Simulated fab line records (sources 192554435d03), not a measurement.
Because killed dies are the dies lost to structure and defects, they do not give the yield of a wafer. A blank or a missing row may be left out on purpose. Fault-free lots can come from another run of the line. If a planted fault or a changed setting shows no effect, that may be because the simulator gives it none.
Split-lot trial || flow n5 finfet || 39 wafers read from 7 lots, route of 1938 steps

== THE SPLIT ==
At N5_DUMMY_GATE_ETCH_37 (etches SOC in N2/H2, target depth 60 nm, overetch 30 nm), the setting source w was moved away from the recipe's 840 W on 9 of the 39 wafers read, by -12.9% to +15.6%. All remaining wafers had this setting at the recipe value.

The reading comes from the split's own step.

== THE READING ==
rf vpp V, in V, at N5_DUMMY_GATE_ETCH_37 (etches SOC in N2/H2, target depth 60 nm, overetch 30 nm). Typical for fault-free wafers on this fab line: 524.6 V, with standard deviation 2.8 V.

{"wafer": "L078.1", "tool, chamber at the split": "rie diel-02, 3", "source w as run, W": 770.3, "against the recipe": "-8.3%", "rf vpp V, V": 539.1, "against lot-mates on the recipe": "+15.6"}
{"wafer": "L078.2", "tool, chamber at the split": "rie diel-02, 0", "source w as run, W": 770.3, "against the recipe": "-8.3%", "rf vpp V, V": 541.3, "against lot-mates on the recipe": "+17.8"}
{"wafer": "L078.3", "tool, chamber at the split": "rie diel-02, 2", "source w as run, W": 840, "against the recipe": "recipe", "rf vpp V, V": 520.0, "against lot-mates on the recipe": "-"}
{"wafer": "L078.4", "tool, chamber at the split": "rie diel-02, 1", "source w as run, W": 840, "against the recipe": "recipe", "rf vpp V, V": 526.9, "against lot-mates on the recipe": "-"}
{"wafer": "L078.5", "tool, chamber at the split": "rie diel-02, 0", "source w as run, W": 770.3, "against the recipe": "-8.3%", "rf vpp V, V": 540.6, "against lot-mates on the recipe": "+17.1"}
{"wafer": "L078.6", "tool, chamber at the split": "rie diel-02, 3", "source w as run, W": 840, "against the recipe": "recipe", "rf vpp V, V": 523.7, "against lot-mates on the recipe": "-"}
{"wafer": "L080.1", "tool, chamber at the split": "rie diel-06, 3", "source w as run, W": 840, "against the recipe": "recipe", "rf vpp V, V": 521.1, "against lot-mates on the recipe": "-"}
{"wafer": "L080.2", "tool, chamber at the split": "rie diel-06, 1", "source w as run, W": 840, "against the recipe": "recipe", "rf vpp V, V": 525.1, "against lot-mates on the recipe": "-"}
{"wafer": "L080.3", "tool, chamber at the split": "rie diel-06, 0", "source w as run, W": 840, "against the recipe": "recipe", "rf vpp V, V": 525.9, "against lot-mates on the recipe": "-"}
{"wafer": "L080.4", "tool, chamber at the split": "rie diel-06, 2", "source w as run, W": 840, "against the recipe": "recipe", "rf vpp V, V": 523.5, "against lot-mates on the recipe": "-"}
{"wafer": "L080.5", "tool, chamber at the split": "rie diel-06, 2", "source w as run, W": 840, "against the recipe": "recipe", "rf vpp V, V": 522.0, "against lot-mates on the recipe": "-"}
{"wafer": "L080.6", "tool, chamber at the split": "rie diel-06, 3", "source w as run, W": 840, "against the recipe": "recipe", "rf vpp V, V": 522.5, "against lot-mates on the recipe": "-"}
{"wafer": "L081.1", "tool, chamber at the split": "rie diel-04, 0", "source w as run, W": 840, "against the recipe": "recipe", "rf vpp V, V": 526.9, "against lot-mates on the recipe": "-"}
{"wafer": "L081.2", "tool, chamber at the split": "rie diel-04, 2", "source w as run, W": 840, "against the recipe": "recipe", "rf vpp V, V": 526.3, "against lot-mates on the recipe": "-"}
{"wafer": "L081.3", "tool, chamber at the split": "rie diel-04, 1", "source w as run, W": 840, "against the recipe": "recipe", "rf vpp V, V": 525.8, "against lot-mates on the recipe": "-"}
{"wafer": "L081.4", "tool, chamber at the split": "rie diel-04, 3", "source w as run, W": 840, "against the recipe": "recipe", "rf vpp V, V": 520.2, "against lot-mates on the recipe": "-"}
{"wafer": "L081.5", "tool, chamber at the split": "rie diel-04, 1", "source w as run, W": 840, "against the recipe": "recipe", "rf vpp V, V": 527.4, "against lot-mates on the recipe": "-"}
{"wafer": "L081.6", "tool, chamber at the split": "rie diel-04, 0", "source w as run, W": 840, "against the recipe": "recipe", "rf vpp V, V": 528.7, "against lot-mates on the recipe": "-"}
{"wafer": "L083.1", "tool, chamber at the split": "rie diel-04, 1", "source w as run, W": 840, "against the recipe": "recipe", "rf vpp V, V": 526.1, "against lot-mates on the recipe": "-"}
{"wafer": "L083.3", "tool, chamber at the split": "rie diel-04, 2", "source w as run, W": 840, "against the recipe": "recipe", "rf vpp V, V": 526.9, "against lot-mates on the recipe": "-"}
{"wafer": "L083.4", "tool, chamber at the split": "rie diel-04, 3", "source w as run, W": 840, "against the recipe": "recipe", "rf vpp V, V": 521.2, "against lot-mates on the recipe": "-"}
{"wafer": "L084.1", "tool, chamber at the split": "rie diel-04, 3", "source w as run, W": 971.3, "against the recipe": "+15.6%", "rf vpp V, V": 495.4, "against lot-mates on the recipe": -29.5}
{"wafer": "L084.2", "tool, chamber at the split": "rie diel-04, 1", "source w as run, W": 840, "against the recipe": "recipe", "rf vpp V, V": 527.8, "against lot-mates on the recipe": "-"}
{"wafer": "L084.3", "tool, chamber at the split": "rie diel-04, 0", "source w as run, W": 971.3, "against the recipe": "+15.6%", "rf vpp V, V": 503.8, "against lot-mates on the recipe": -21.1}
{"wafer": "L084.4", "tool, chamber at the split": "rie diel-04, 0", "source w as run, W": 971.3, "against the recipe": "+15.6%", "rf vpp V, V": 502.9, "against lot-mates on the recipe": -22.0}
{"wafer": "L084.5", "tool, chamber at the split": "rie diel-04, 3", "source w as run, W": 840, "against the recipe": "recipe", "rf vpp V, V": 519.6, "against lot-mates on the recipe": "-"}
{"wafer": "L084.6", "tool, chamber at the split": "rie diel-04, 1", "source w as run, W": 840, "against the recipe": "recipe", "rf vpp V, V": 527.4, "against lot-mates on the recipe": "-"}
{"wafer": "L087.1", "tool, chamber at the split": "rie diel-02, 1", "source w as run, W": 840, "against the recipe": "recipe", "rf vpp V, V": 525.8, "against lot-mates on the recipe": "-"}
{"wafer": "L087.2", "tool, chamber at the split": "rie diel-02, 0", "source w as run, W": 840, "against the recipe": "recipe", "rf vpp V, V": 526.5, "against lot-mates on the recipe": "-"}
{"wafer": "L087.3", "tool, chamber at the split": "rie diel-02, 2", "source w as run, W": 840, "against the recipe": "recipe", "rf vpp V, V": 521.0, "against lot-mates on the recipe": "-"}
{"wafer": "L087.4", "tool, chamber at the split": "rie diel-02, 3", "source w as run, W": 840, "against the recipe": "recipe", "rf vpp V, V": 523.4, "against lot-mates on the recipe": "-"}
{"wafer": "L087.5", "tool, chamber at the split": "rie diel-02, 3", "source w as run, W": 840, "against the recipe": "recipe", "rf vpp V, V": 524.2, "against lot-mates on the recipe": "-"}
{"wafer": "L087.6", "tool, chamber at the split": "rie diel-02, 2", "source w as run, W": 840, "against the recipe": "recipe", "rf vpp V, V": 521.5, "against lot-mates on the recipe": "-"}
{"wafer": "L095.1", "tool, chamber at the split": "rie diel-02, 3", "source w as run, W": 732, "against the recipe": "-12.9%", "rf vpp V, V": 549.2, "against lot-mates on the recipe": "+24.9"}
{"wafer": "L095.2", "tool, chamber at the split": "rie diel-02, 1", "source w as run, W": 732, "against the recipe": "-12.9%", "rf vpp V, V": 550.7, "against lot-mates on the recipe": "+26.4"}
{"wafer": "L095.3", "tool, chamber at the split": "rie diel-02, 2", "source w as run, W": 732, "against the recipe": "-12.9%", "rf vpp V, V": 544.7, "against lot-mates on the recipe": "+20.4"}
{"wafer": "L095.4", "tool, chamber at the split": "rie diel-02, 0", "source w as run, W": 840, "against the recipe": "recipe", "rf vpp V, V": 525.6, "against lot-mates on the recipe": "-"}
{"wafer": "L095.5", "tool, chamber at the split": "rie diel-02, 1", "source w as run, W": 840, "against the recipe": "recipe", "rf vpp V, V": 526.3, "against lot-mates on the recipe": "-"}
{"wafer": "L095.6", "tool, chamber at the split": "rie diel-02, 2", "source w as run, W": 840, "against the recipe": "recipe", "rf vpp V, V": 521.0, "against lot-mates on the recipe": "-"}

FIT RESULTS
A straight line over all 39 wafers: rf vpp V changes by -1.68 V for each +1% of source w; r = -0.96; the points scatter about the line by 2.9 V.
The same after taking each lot's own level away (the mean of its wafers on the recipe; 39 wafers): -1.72 V for each +1%; r = -0.97; scatter 2.8 V.
The reading moves by 27 V for the largest change in source w, on that fit.
Across the lots, their own levels run from 523.35 to 525.88 V, a range of 0.9 times the standard deviation given above.
Hence the lot-to-lot level has little effect on the slope; both slopes agree.
Check: for one of the wafers moved furthest among these (+15.6%), held out of the fit, the line's prediction against its lot-mates is -25.5 V. It came out at -29.5 V against them.
Tool readings at the split's step, against how far the setting was moved: rf vpp V r = -0.96.

== THE FILE'S OWN FIT ==
rf vpp V changes by -1.73 V for each +1% of source w, r = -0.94.
